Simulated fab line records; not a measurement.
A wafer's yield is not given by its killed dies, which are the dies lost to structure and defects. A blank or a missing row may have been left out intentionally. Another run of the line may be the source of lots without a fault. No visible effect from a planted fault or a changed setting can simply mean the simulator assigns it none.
Matching of chambers | flow nand_harc | NHARC_P_M0_PRE_CLEAN_31 on pecvd-03: 3 sister chambers
The step time 12 s. 3 wafers are shown with their chamber, then 7 later ones without.

== WAFERS WITH THEIR CHAMBER ==
wafer  | chamber | heater_power_w (W)
L086.2 | 1       | 656
L086.6 | 0       | 670
L089.4 | 2       | 696

== WAFERS MISSING THEIR CHAMBER ==
wafer  | heater_power_w (W)
L089.5 | 659
L091.2 | 680
L091.3 | 722
L091.6 | 710
L096.4 | 718
L096.5 | 702
L096.6 | 672

== CHAMBER TAKEN BY EACH ==
wafer  | from the rows above          | in truth
L089.5 | can't be placed: 1 or 0      | 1
L091.2 | can't be placed: 0 or 2 or 1 | 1
L091.3 | can't be placed: 2 or 0      | 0
L091.6 | can't be placed: 2 or 0      | 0
L096.4 | can't be placed: 2 or 0      | 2
L096.5 | can't be placed: 2 or 0      | 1
L096.6 | can't be placed: 0 or 1 or 2 | 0
0 of 7 placed correctly. Can't be placed from these rows: 7 (the true chamber is among the candidates in 6). Placed wrongly: 0.
How it was worked out, from the rows above alone: a wafer's distance from a chamber is the root of the sum, over the readings, of the square of ((its reading less the chamber's mean) divided by the reading's scatter). If the next closest chamber is less than 2 further off than the closest, the wafer can't be placed; otherwise it belongs to the closest. A chamber's mean is the mean of its shown wafers. The scatter (one wafer shown for each chamber): square how far every hidden wafer sits from the nearest shown wafer, average those squares and take the square root.
